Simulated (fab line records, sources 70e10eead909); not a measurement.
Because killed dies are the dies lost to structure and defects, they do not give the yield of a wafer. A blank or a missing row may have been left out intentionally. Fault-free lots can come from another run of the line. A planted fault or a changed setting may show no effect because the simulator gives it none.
Check of tool commonality ; flow nand harc ; 6 lots and 18 wafers in the sample

== THE REASON FOR OPENING IT ==
Flagged at NHARC_END_SORT_01: reading killed at array, on 2 of 6 lots. No-fault wafers: 54, standard deviation 21.
Rule: a lot is flagged when every wafer of it that has a number lies more than 4 standard deviations from that mean, or none has a number. The other lots count as sound.

lot;measured;on;killed at array, wafer by wafer;flag
L170;day 27 16:41;prober-02;358 320 308;FLAGGED
L172;day 27 18:29;prober-01;313 299 291;FLAGGED
L178;day 30 09:28;prober-02;58 55 62;
L177;day 30 09:29;prober-01;58 53 56;
L179;day 30 18:04;prober-01;46 24 54;
L183;day 32 12:28;prober-01;35 32 40;
Average over the flagged lots: 315; offset from the usual +261, equal to +12 standard deviations.

== WHICH TOOL RAN EACH LOT ==
The record holds 4 process steps before the reading, out of a route of 1302 steps. In each cell: the tool, then ch and the chambers that the sampled wafers went through, then the start.
lot;flag;NHARC_A_CONTACT_ETCH_133;NHARC_A_CONTACT_ETCH_106;NHARC_A_CONTACT_DEP_84;NHARC_A_CONTACT_ETCH_31
L170;FLAGGED;har cap etch-03 ch 0,1, day 25 03:01;rie diel-13 ch 0,1, day 25 04:14;acl dep-01 ch 0, day 25 05:34;rie diel-01 ch 0,3, day 25 08:25
L172;FLAGGED;har cap etch-01 ch 1, day 25 12:17;rie diel-01 ch 0,1,2, day 25 13:31;acl dep-02 ch 0, day 25 15:04;rie diel-01 ch 0,1,3, day 25 18:19
L178;;har cap etch-01 ch 0,1, day 28 01:02;rie diel-06 ch 0,2, day 28 02:16;acl dep-01 ch 0, day 28 02:55;rie diel-13 ch 0,1,2, day 28 06:14
L177;;har cap etch-02 ch 0,1, day 28 02:14;rie diel-06 ch 0,3, day 28 04:02;acl dep-03 ch 0, day 28 06:25;rie diel-06 ch 0,1,3, day 28 09:47
L179;;har cap etch-03 ch 0,1, day 28 06:09;rie diel-06 ch 0,2,3, day 28 07:35;acl dep-02 ch 0, day 28 09:04;rie diel-06 ch 0,2, day 28 12:04
L183;;har cap etch-02 ch 0,1, day 30 01:42;rie diel-06 ch 0,2,3, day 30 02:56;acl dep-02 ch 0, day 30 03:52;rie diel-01 ch 0,1,2, day 30 07:08
These steps, and what they do:
- NHARC_A_CONTACT_ETCH_133: etches the open film in C4F8/O2/Ar, time 374 s, target depth 1610 nm.
- NHARC_A_CONTACT_ETCH_106: etches the open film in CF4/O2, target depth 90 nm, overetch 9 nm, time 49.5 s.
- NHARC_A_CONTACT_DEP_84: deposits aC, target thk 2800 nm.
- NHARC_A_CONTACT_ETCH_31: etches the open film in O2/COS, target depth 2800 nm, time 728 s.
- NHARC_END_SORT_01

== FLAGGED AGAINST TOTAL, ONE TOOL AT A TIME (gauges that did the reading follow at the end) ==
step;tool;lots run;flagged;share of the flagged lots;sound lots run after its first flagged lot
NHARC_A_CONTACT_ETCH_133;har cap etch-01;2;1;some;1 (L178)
NHARC_A_CONTACT_ETCH_133;har cap etch-02;2;0;none;-
NHARC_A_CONTACT_ETCH_133;har cap etch-03;2;1;some;1 (L179)
NHARC_A_CONTACT_ETCH_106;rie diel-01;1;1;some;0
NHARC_A_CONTACT_ETCH_106;rie diel-06;4;0;none;-
NHARC_A_CONTACT_ETCH_106;rie diel-13;1;1;some;0
NHARC_A_CONTACT_DEP_84;acl dep-01;2;1;some;1 (L178)
NHARC_A_CONTACT_DEP_84;acl dep-02;3;1;some;2 (L179,L183)
NHARC_A_CONTACT_DEP_84;acl dep-03;1;0;none;-
NHARC_A_CONTACT_ETCH_31;rie diel-01;3;2;all;1 (L183)
NHARC_A_CONTACT_ETCH_31;rie diel-06;2;0;none;-
NHARC_A_CONTACT_ETCH_31;rie diel-13;1;0;none;-
NHARC_END_SORT_01;prober-01;4;1;some;3 (L177,L179,L183)
NHARC_END_SORT_01;prober-02;2;1;some;1 (L178)

== WHAT THE TABLE ALLOWS ==
In the table, 1 row covers all flagged lots: rie diel-01 at NHARC_A_CONTACT_ETCH_31.
- rie diel-01 at NHARC_A_CONTACT_ETCH_31: 2 of its 3 lots flagged. After the first flagged lot (L183), sound lots still ran on it; a lasting fault on the whole tool would not permit that. Its own readings lie more than 4 standard deviations out on every wafer of the flagged lots: run length s.
None of the table's rows ran every flagged lot and, after the first, no sound lot.

== WHAT THE SIMULATOR HAD INSERTED ==
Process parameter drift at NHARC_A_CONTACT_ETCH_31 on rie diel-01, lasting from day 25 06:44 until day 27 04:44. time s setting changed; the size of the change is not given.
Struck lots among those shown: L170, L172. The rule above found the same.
